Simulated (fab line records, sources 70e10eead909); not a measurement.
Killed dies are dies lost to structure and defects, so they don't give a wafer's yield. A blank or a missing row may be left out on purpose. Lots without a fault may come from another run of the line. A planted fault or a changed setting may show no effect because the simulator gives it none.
Which tool did it? | flow nand_harc | 12 lots, 36 wafers sampled, at 6 steps of a route of 1159

WHAT THE GAUGES READ, wafer by wafer
NHARC_P_BONDPAD_INSPECT_23. Usual: raw_defect_count 308, standard deviation 120.
lot  | measured     | on                | raw_defect_count | flag
L522 | day 7 04:06  | defect_inspect-02 | 256 297 306      |
L525 | day 7 11:28  | defect_inspect-02 | 209 274 237      |
L524 | day 7 15:56  | defect_inspect-01 | 299 205 206      |
L526 | day 7 17:48  | defect_inspect-02 | 259 350 328      |
L530 | day 8 14:23  | defect_inspect-02 | 298 247 354      |
L529 | day 8 19:32  | defect_inspect-02 | 295 260 261      |
L531 | day 9 04:56  | defect_inspect-02 | 339 487 789      |
L534 | day 9 18:11  | defect_inspect-02 | 292 299 364      |
L532 | day 9 18:25  | defect_inspect-01 | 401 453 382      |
L537 | day 10 16:28 | defect_inspect-01 | 308 182 226      |
L540 | day 10 23:02 | defect_inspect-01 | 407 381 286      |
L543 | day 11 17:16 | defect_inspect-02 | 195 391 284      |

NHARC_A_ONON_D1_THK_MEAS_14: measures by ellipsometry. Usual: thk_nm 999 nm, standard deviation 8.9.
lot  | measured     | on            | thk_nm (nm)    | flag
L522 | day 8 06:37  | film_metro-01 | 995 995 994    |
L525 | day 8 16:24  | film_metro-02 | 987 988 988    |
L524 | day 8 16:32  | film_metro-01 | 1012 1012 1014 |
L526 | day 8 21:43  | film_metro-02 | 1009 1008 1009 |
L530 | day 9 16:49  | film_metro-01 | 1007 1006 1007 |
L529 | day 9 21:40  | film_metro-01 | 993 994 993    |
L531 | day 10 09:53 | film_metro-01 | 993 993 993    |
L534 | day 10 21:37 | film_metro-01 | 996 996 995    |
L532 | day 10 21:58 | film_metro-02 | 1007 1005 1005 |
L537 | day 11 17:57 | film_metro-01 | 1000 997 1000  |
L540 | day 12 01:20 | film_metro-02 | 1570 1570 1568 | OFF
L543 | day 12 18:59 | film_metro-01 | 1569 1570 1572 | OFF

NHARC_END_SORT_01. Usual: killed_at_array 24, standard deviation 7.4; killed_at_other 0.5, standard deviation 0.81; killed_at_periphery 3.4, standard deviation 2.3; killed_dies 28, standard deviation 8; killed_open 3.4, standard deviation 1.8; killed_short 2.0, standard deviation 1.4.
lot  | measured     | on        | killed_at_array | killed_at_other | killed_at_periphery | killed_dies | killed_open | killed_short | flag
L540 | day 23 19:01 | prober-02 | 668 671 670     | 0 0 0           | 9 6 7               | 677 677 677 | 3 4 3       | 2 3 0        | OFF
L543 | day 24 11:37 | prober-02 | 675 672 672     | 1 0 1           | 1 5 4               | 677 677 677 | 4 5 6       | 1 3 3        | OFF

WHICH TOOL RAN EACH LOT (tool, then ch and the chambers of the sampled wafers, then the start)
lot  | NHARC_P_BONDPAD_ETCH_12                       | NHARC_P_BONDPAD_ACTIVATE_29        | NHARC_A_ONON_D1_DEP_12
L522 | rie_diel-04 ch 1,3, day 7 04:06 or earlier    | rie_diel-04 ch 0,2, day 7 04:10    | pecvd_onon-04 ch 0, day 8 06:13
L525 | rie_diel-12 ch 0,2,3, day 7 11:28 or earlier  | rie_diel-04 ch 2,3, day 7 11:32    | pecvd_onon-02 ch 0, day 8 16:00
L524 | rie_diel-04 ch 1,2, day 7 15:56 or earlier    | rie_diel-04 ch 0,2,3, day 7 16:01  | pecvd_onon-04 ch 0, day 8 16:08
L526 | rie_diel-04 ch 1,2,3, day 7 17:48 or earlier  | rie_diel-04 ch 0,2,3, day 7 17:53  | pecvd_onon-04 ch 0, day 8 21:16
L530 | rie_diel-04 ch 1,2,3, day 8 14:23 or earlier  | rie_diel-04 ch 1,2,3, day 8 14:27  | pecvd_onon-02 ch 0, day 9 16:22
L529 | rie_diel-04 ch 0,2,3, day 8 19:32 or earlier  | rie_diel-10 ch 0,2, day 8 19:36    | pecvd_onon-03 ch 0, day 9 21:13
L531 | rie_diel-12 ch 0,3, day 9 04:56 or earlier    | rie_diel-04 ch 0,1,3, day 9 05:01  | pecvd_onon-03 ch 0, day 10 09:22
L534 | rie_diel-04 ch 0,2,3, day 9 18:11 or earlier  | rie_diel-04 ch 0,1,2, day 9 18:15  | pecvd_onon-03 ch 0, day 10 21:10
L532 | rie_diel-04 ch 0,3, day 9 18:25 or earlier    | rie_diel-04 ch 0,1, day 9 18:29    | pecvd_onon-03 ch 0, day 10 21:27
L537 | rie_diel-04 ch 0,1,3, day 10 16:28 or earlier | rie_diel-04 ch 0,1, day 10 16:32   | pecvd_onon-04 ch 0, day 11 17:26
L540 | rie_diel-04 ch 0,3, day 10 23:02 or earlier   | rie_diel-12 ch 0,2, day 10 23:07   | pecvd_onon-04 ch 0, day 12 00:52
L543 | rie_diel-04 ch 0,1,3, day 11 17:16 or earlier | rie_diel-04 ch 1,2,3, day 11 17:19 | pecvd_onon-04 ch 0, day 12 18:28
- NHARC_P_BONDPAD_ETCH_12: etches the open film in CHF3/O2, target depth 200 nm, time 100 s.
- NHARC_P_BONDPAD_ACTIVATE_29: chemistry N2, time 60 s.
- NHARC_A_ONON_D1_DEP_12: target thk 1000 nm.

WHAT THE TOOLS THEMSELVES READ (means of the sampled wafers that have a number; where no wafer has one, the mark that the record gives instead)
NHARC_P_BONDPAD_ETCH_12. Usual: drypump_motor_current_A 5.6 A, standard deviation 0.53; oes_product_au 0.933 a.u., standard deviation 0.017; rf_vpp_V 371.8 V, standard deviation 2.2; showerhead_plenum_p_Torr 2.46 Torr, standard deviation 0.1; throttle_valve_pct 20.573 %, standard deviation 0.0093.
lot  | tool        | drypump_motor_current_A (A) | oes_product_au (a.u.) | rf_vpp_V (V) | showerhead_plenum_p_Torr (Torr) | throttle_valve_pct (%) | flag
L522 | rie_diel-04 | 6.1                         | 0.930                 | 373.0        | 2.47                            | 20.570                 |
L525 | rie_diel-12 | 5.3                         | 0.930                 | 367.0        | 2.24                            | 20.575                 |
L524 | rie_diel-04 | 5.3                         | 0.927                 | 371.7        | 2.51                            | 20.579                 |
L526 | rie_diel-04 | 5.7                         | 0.924                 | 372.1        | 2.47                            | 20.572                 |
L530 | rie_diel-04 | 5.7                         | 0.932                 | 371.8        | 2.46                            | 20.576                 |
L529 | rie_diel-04 | 5.7                         | 0.920                 | 372.5        | 2.46                            | 20.571                 |
L531 | rie_diel-12 | 5.5                         | 0.949                 | 366.2        | 2.22                            | 20.575                 |
L534 | rie_diel-04 | 5.7                         | 0.921                 | 372.6        | 2.46                            | 20.568                 |
L532 | rie_diel-04 | 6.1                         | 0.926                 | 372.3        | 2.46                            | 20.568                 |
L537 | rie_diel-04 | 5.7                         | 0.926                 | 372.6        | 2.51                            | 20.570                 |
L540 | rie_diel-04 | 6.1                         | 0.922                 | 372.3        | 2.46                            | 20.575                 |
L543 | rie_diel-04 | 5.7                         | 0.921                 | 373.1        | 2.51                            | 20.578                 |

NHARC_P_BONDPAD_ACTIVATE_29. Usual: drypump_motor_current_A 5.5 A, standard deviation 0.49; oes_product_au 1.000 a.u., standard deviation 0.0065; rf_vpp_V 64.3 V, standard deviation 0.94; showerhead_plenum_p_Torr 1.81 Torr, standard deviation 0.08.
lot  | tool        | drypump_motor_current_A (A) | oes_product_au (a.u.) | rf_vpp_V (V) | showerhead_plenum_p_Torr (Torr) | flag
L522 | rie_diel-04 | 5.4                         | 1.005                 | 64.6         | 1.85                            |
L525 | rie_diel-04 | 5.7                         | 1.000                 | 64.6         | 1.78                            |
L524 | rie_diel-04 | 5.7                         | 0.993                 | 64.1         | 1.82                            |
L526 | rie_diel-04 | 5.7                         | 1.001                 | 64.7         | 1.82                            |
L530 | rie_diel-04 | 5.7                         | 1.002                 | 63.7         | 1.81                            |
L529 | rie_diel-10 | 5.5                         | 1.005                 | 63.7         | 1.71                            |
L531 | rie_diel-04 | 5.7                         | 1.004                 | 64.7         | 1.85                            |
L534 | rie_diel-04 | 5.3                         | 1.002                 | 64.8         | 1.85                            |
L532 | rie_diel-04 | 5.3                         | 1.000                 | 64.5         | 1.89                            |
L537 | rie_diel-04 | 5.3                         | 0.992                 | 63.5         | 1.88                            |
L540 | rie_diel-12 | 5.3                         | 1.003                 | 64.5         | 1.83                            |
L543 | rie_diel-04 | 5.7                         | 0.996                 | 63.8         | 1.81                            |

THE ANSWER, worked out from the rows above alone
Rule: a lot is off if the mean of its wafers that have a number lies more than 3 standard deviations from the usual mean. A lot without any number at a reading at which 4 lots or more have one is off too. The other lots that the step has rows for count as sound. The gauges are gone through in route order, then the tools' own readings, and for those a lot's mean is taken as printed above. The first step at which some lot is off is used, and at that step the reading that is off furthest; a lot without a number counts as furthest.
Off: L540, L543, at NHARC_A_ONON_D1_THK_MEAS_14 (thk_nm).
A tool fits if, at a process step before that reading, it ran every lot that is off, and no sound lot after the first of them. The gauges at NHARC_A_ONON_D1_THK_MEAS_14 aren't tried: what is off there is off at NHARC_END_SORT_01 too, on other tools, and a gauge's error can't cause that. NHARC_P_BONDPAD_ETCH_12 gives no start for some lots, so the hours and the order of its lots are those of NHARC_P_BONDPAD_INSPECT_23. Can't be told from this: 2 tools fit, rie_diel-04 at NHARC_P_BONDPAD_ETCH_12, pecvd_onon-04 at NHARC_A_ONON_D1_DEP_12.

WHAT THE SIMULATOR HAD PUT IN
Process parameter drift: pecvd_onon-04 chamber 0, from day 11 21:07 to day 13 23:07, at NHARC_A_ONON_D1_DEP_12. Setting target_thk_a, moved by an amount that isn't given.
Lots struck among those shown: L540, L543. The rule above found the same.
